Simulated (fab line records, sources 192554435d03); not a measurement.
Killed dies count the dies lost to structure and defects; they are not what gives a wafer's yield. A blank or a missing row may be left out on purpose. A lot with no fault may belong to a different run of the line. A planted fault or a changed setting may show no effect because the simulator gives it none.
Chamber matching    flow n5-finfet    rie-diel-01 running N5_BEOL_M2_ETCH_70: 4 sister chambers
The step etches SOC in N2/H2, target depth 80 nm, overetch 24 nm, time 130 s. 4 wafers are shown with their chamber, then 12 later ones without.

== WAFERS, EACH WITH ITS CHAMBER ==
wafer   chamber  throttle-valve-pct (%)
L085.3  1        17.96
L087.1  3        17.54
L087.3  2        17.75
L087.6  0        18.25

== WAFERS MISSING THEIR CHAMBER ==
wafer   throttle-valve-pct (%)
L093.1  17.78
L093.3  17.57
L093.4  17.76
L091.2  17.78
L091.5  17.97
L091.6  17.78
L094.1  17.98
L094.5  17.98
L094.6  17.79
L095.3  17.77
L095.4  18.00
L095.6  17.59

== THE CHAMBER EACH PASSED THROUGH ==
wafer   from the rows above  in truth
L093.1  2                    2
L093.3  3                    3
L093.4  2                    2
L091.2  2                    2
L091.5  1                    1
L091.6  2                    2
L094.1  1                    1
L094.5  1                    1
L094.6  2                    2
L095.3  2                    2
L095.4  1                    1
L095.6  3                    3
Correctly placed: 12 of 12. Number that these rows cannot place: 0. Number placed wrongly: 0.
How it was worked out, from the rows above alone: a wafer's distance from a chamber is the root of the sum, over the readings, of the square of ((its reading less the chamber's mean) divided by the reading's scatter). If the next closest chamber is less than 2 further off than the closest, the wafer can't be placed; otherwise it belongs to the closest. Each chamber's mean is taken over the wafers shown for it. The scatter: with one shown wafer a chamber, the root of the mean of the squares of how far each hidden wafer lies from its nearest shown one.
